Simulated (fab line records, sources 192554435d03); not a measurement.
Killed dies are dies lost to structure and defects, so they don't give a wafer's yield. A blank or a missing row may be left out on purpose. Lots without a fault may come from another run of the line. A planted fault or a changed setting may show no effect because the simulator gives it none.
Chamber matching | flow n5_finfet | N5_BEOL_M2_ETCH_69 on rie_diel-03: 4 sister chambers
The step etches SiARC in CF4, target depth 15.6 nm, time 26 s. 18 wafers are shown with their chamber, then 9 later ones without.

WAFERS WITH THEIR CHAMBER
wafer  | chamber | showerhead_plenum_p_Torr (Torr) | drypump_motor_current_A (A) | throttle_valve_pct (%)
L076.1 | 3       | 2.13                            | 5.3                         | 15.78
L076.2 | 2       | 2.07                            | 5.2                         | 15.55
L076.5 | 1       | 2.08                            | 6.0                         | 15.93
L080.2 | 2       | 2.07                            | 5.2                         | 15.56
L080.3 | 0       | 2.27                            | 5.5                         | 15.29
L080.4 | 1       | 2.08                            | 6.0                         | 15.96
L082.1 | 1       | 2.08                            | 6.0                         | 15.97
L082.4 | 2       | 2.07                            | 5.2                         | 15.57
L082.6 | 3       | 2.13                            | 5.4                         | 15.82
L084.4 | 2       | 2.06                            | 5.2                         | 15.58
L084.5 | 0       | 2.27                            | 5.5                         | 15.32
L084.6 | 3       | 2.13                            | 5.4                         | 15.82
L086.2 | 2       | 2.06                            | 5.2                         | 15.59
L086.3 | 1       | 2.07                            | 6.0                         | 15.99
L086.6 | 0       | 2.27                            | 5.5                         | 15.31
L088.1 | 1       | 2.07                            | 6.0                         | 15.97
L088.2 | 3       | 2.13                            | 5.4                         | 15.85
L088.4 | 2       | 2.06                            | 5.2                         | 15.61

SIGNATURES (means of the wafers above)
reading                  | chamber 0 | chamber 1 | chamber 2 | chamber 3 | scatter within a chamber
showerhead_plenum_p_Torr | 2.2700    | 2.0760    | 2.0650    | 2.1300    | 0.00439
drypump_motor_current_A  | 5.500     | 6.000     | 5.200     | 5.375     | 0.0231
throttle_valve_pct       | 15.3067   | 15.9640   | 15.5767   | 15.8175   | 0.0227
Rule: a wafer's distance from a chamber is the root of the sum, over the readings, of the square of ((its reading less the chamber's mean) divided by the reading's scatter). The wafer belongs to the nearest chamber; if the next one is less than 2 further off, it can't be placed. The scatter: the root of (the sum of the squares of (reading less its chamber's mean) over the shown wafers, divided by (wafers less chambers)).

WAFERS WITHOUT THEIR CHAMBER
wafer  | showerhead_plenum_p_Torr (Torr) | drypump_motor_current_A (A) | throttle_valve_pct (%)
L089.2 | 2.07                            | 6.1                         | 16.00
L089.4 | 2.27                            | 5.5                         | 15.32
L089.5 | 2.07                            | 6.0                         | 15.98
L093.1 | 2.26                            | 5.5                         | 15.36
L093.2 | 2.12                            | 5.3                         | 15.86
L093.3 | 2.07                            | 6.0                         | 16.00
L092.2 | 2.12                            | 5.4                         | 15.86
L092.4 | 2.26                            | 5.5                         | 15.36
L092.6 | 2.06                            | 5.2                         | 15.63

WHICH CHAMBER EACH WENT THROUGH
wafer  | from the rows above | in truth
L089.2 | 1                   | 1
L089.4 | 0                   | 0
L089.5 | 1                   | 1
L093.1 | 0                   | 0
L093.2 | 3                   | 3
L093.3 | 1                   | 1
L092.2 | 3                   | 3
L092.4 | 0                   | 0
L092.6 | 2                   | 2
Placed correctly: 9 of 9. Can't be placed from these rows: 0. Placed wrongly: 0.
